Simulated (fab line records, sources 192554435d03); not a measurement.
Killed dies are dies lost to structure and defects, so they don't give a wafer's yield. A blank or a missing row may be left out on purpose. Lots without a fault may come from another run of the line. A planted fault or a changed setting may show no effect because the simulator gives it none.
Chamber matching | flow n5_finfet | N5_BEOL_M0_CO_CAP_123 on cvd_co-01: 3 sister chambers
The step material Co, precursor CCTBA/H2, target thk 2 nm, time 102.1 s. 22 wafers are shown with their chamber, then 11 later ones without.

WAFERS WITH THEIR CHAMBER
wafer  | chamber | heater_power_w (W) | susceptor_temp_C (C)
L078.2 | 0       | 236                | 199.80
L078.3 | 0       | 236                | 199.82
L078.6 | 1       | 229                | 199.94
L079.2 | 0       | 230                | 199.88
L079.3 | 1       | 239                | 199.82
L079.4 | 0       | 227                | 199.97
L081.2 | 1       | 237                | 200.14
L081.5 | 0       | 231                | 199.82
L081.6 | 2       | 246                | 199.80
L082.1 | 0       | 229                | 199.94
L082.2 | 1       | 231                | 199.96
L082.6 | 1       | 234                | 199.84
L084.2 | 2       | 246                | 200.13
L084.4 | 2       | 244                | 200.04
L084.6 | 0       | 234                | 200.03
L086.1 | 2       | 246                | 199.85
L086.4 | 2       | 254                | 200.07
L086.6 | 0       | 234                | 199.75
L087.1 | 0       | 231                | 199.96
L087.2 | 1       | 234                | 200.12
L087.3 | 2       | 242                | 200.22
L093.1 | 1       | 235                | 199.93

SIGNATURES (means of the wafers above)
reading          | chamber 0 | chamber 1 | chamber 2 | scatter within a chamber
heater_power_w   | 232.00    | 234.14    | 246.33    | 3.5
susceptor_temp_C | 199.8856  | 199.9643  | 200.0183  | 0.125
Rule: a wafer's distance from a chamber is the root of the sum, over the readings, of the square of ((its reading less the chamber's mean) divided by the reading's scatter). The wafer belongs to the nearest chamber; if the next one is less than 2 further off, it can't be placed. The scatter: the root of (the sum of the squares of (reading less its chamber's mean) over the shown wafers, divided by (wafers less chambers)).

WAFERS WITHOUT THEIR CHAMBER
wafer  | heater_power_w (W) | susceptor_temp_C (C)
L093.4 | 236                | 200.08
L093.6 | 239                | 199.95
L094.2 | 233                | 199.87
L094.3 | 237                | 200.12
L094.6 | 235                | 199.92
L095.2 | 243                | 199.93
L095.4 | 232                | 200.38
L095.5 | 245                | 199.77
L096.3 | 240                | 200.13
L096.4 | 237                | 199.96
L096.6 | 246                | 199.97

WHICH CHAMBER EACH WENT THROUGH
wafer  | from the rows above          | in truth
L093.4 | can't be placed: 1 or 0 or 2 | 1
L093.6 | can't be placed: 1 or 0 or 2 | 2
L094.2 | can't be placed: 0 or 1      | 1
L094.3 | can't be placed: 1 or 0 or 2 | 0
L094.6 | can't be placed: 1 or 0      | 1
L095.2 | can't be placed: 2 or 1 or 0 | 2
L095.4 | can't be placed: 1 or 0 or 2 | 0
L095.5 | can't be placed: 2 or 1 or 0 | 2
L096.3 | can't be placed: 2 or 1 or 0 | 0
L096.4 | can't be placed: 1 or 0 or 2 | 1
L096.6 | 2                            | 2
Placed correctly: 1 of 11. Can't be placed from these rows: 10 (the true chamber is among the candidates in 10). Placed wrongly: 0.
